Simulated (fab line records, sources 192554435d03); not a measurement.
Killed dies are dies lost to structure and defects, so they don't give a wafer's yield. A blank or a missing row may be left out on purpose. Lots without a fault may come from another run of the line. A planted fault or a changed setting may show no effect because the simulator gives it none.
Split-lot experiment | flow n5_finfet | 7 lots, 21 wafers read, on a route of 1938 steps

THE SPLIT
At N5_GATE_CUT_DESCUM_18 (chemistry O2, time 7 s), the setting time_s was moved away from the recipe's 7 s on 4 of the 21 wafers read, by +8.3% to +9.4%. The other wafers ran this setting at the recipe's value.

The file shows no step between the split and the reading.

THE READING
CAR-EUV_of_GATE_CUT_COAT_07.thk_nm (the simulator's own value, which no gauge read), in nm, at N5_GATE_CUT_ETCH_28 (etches underlayer in N2/H2, target depth 13 nm, time 10.4 s). The file gives no usual value for it. The 17 wafers here that ran the recipe average 14.6 nm, standard deviation 0.11 nm.

wafer  | tool, chamber at the split | time_s as run, s | against the recipe | CAR-EUV_of_GATE_CUT_COAT_07.thk_nm, nm | against lot-mates on the recipe
L074.3 | rie_diel-04, 3,2,3         | 7                | recipe             | 14.6                                   | -
L074.5 | rie_diel-04, 3,2,3         | 7                | recipe             | 14.6                                   | -
L074.6 | rie_diel-04, 3,2,3         | 7                | recipe             | 14.6                                   | -
L077.1 | rie_diel-03, 0,0,1         | 7                | recipe             | 14.6                                   | -
L077.5 | rie_diel-03, 0,0,1         | 7                | recipe             | 14.6                                   | -
L077.4 | rie_diel-03, 0,0,1         | 7                | recipe             | 14.4                                   | -
L086.1 | rie_diel-05, 2,3,0         | 7                | recipe             | 14.6                                   | -
L086.3 | rie_diel-05, 2,3,0         | 7                | recipe             | 14.6                                   | -
L086.6 | rie_diel-05, 2,3,0         | 7                | recipe             | 14.6                                   | -
L087.1 | rie_diel-03, 3,2,3         | 7                | recipe             | 14.8                                   | -
L087.6 | rie_diel-03, 3,2,3         | 7                | recipe             | 14.8                                   | -
L087.2 | rie_diel-03, 3,2,3         | 7                | recipe             | 14.6                                   | -
L091.3 | rie_diel-04, 0             | 7.657            | +9.4%              | 14.2                                   | -0.4
L091.4 | rie_diel-04, 1             | 7                | recipe             | 14.6                                   | -
L091.6 | rie_diel-04, 1             | 7                | recipe             | 14.6                                   | -
L093.1 | rie_diel-04, 0             | 7                | recipe             | 14.8                                   | -
L093.2 | rie_diel-04, 3,2           | 7.604            | +8.6%              | 14.4                                   | -0.4
L093.4 | rie_diel-04, 3,2           | 7.604            | +8.6%              | 14.4                                   | -0.4
L094.2 | rie_diel-04, 2,0           | 7                | recipe             | 14.8                                   | -
L094.4 | rie_diel-04, 2,0           | 7                | recipe             | 14.8                                   | -
L094.6 | rie_diel-04, 2             | 7.578            | +8.3%              | 14.4                                   | -0.4
Where a row lists several chambers, the file gives one row for several wafers and doesn't say which wafer went through which chamber.

THE FIT
A straight line over all 21 wafers: CAR-EUV_of_GATE_CUT_COAT_07.thk_nm changes by -0.0345 nm for each +1% of time_s; r = -0.75; the points scatter about the line by 0.11 nm.
The same after taking each lot's own level away (the mean of its wafers on the recipe; 21 wafers): -0.0457 nm for each +1%; r = -0.95; scatter 0.054 nm.
On that fit, the largest move of time_s shifts the reading by 0.43 nm.
The lots' own levels span 14.53 to 14.80 nm, that is 2.4 times the standard deviation above.
So the lot-to-lot level blurs the effect unless lot-mates are compared.
Check: with one of the wafers moved furthest among these (+9.4%) left out of the fit, the line predicts -0.441 nm for it against its lot-mates. It came out at -0.4 nm against them.

OTHER SPLITS ON THESE WAFERS
These wafers also went through other splits before the reading. Each is held against what the fit with the lots' levels taken away leaves over:
other split on the same wafers | wafers away from the commonest value | r with CAR-EUV_of_GATE_CUT_COAT_07.thk_nm (lot level and that fit taken away)
N5_SDB_ETCH_17 bias_w          | 6                                    | +0.27
N5_HKMG_FIN_ETCH_58 source_w   | 11                                   | +0.00

THE FILE'S OWN FIT
CAR-EUV_of_GATE_CUT_COAT_07.thk_nm changes by -0.0455 nm for each +1% of time_s, r = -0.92.
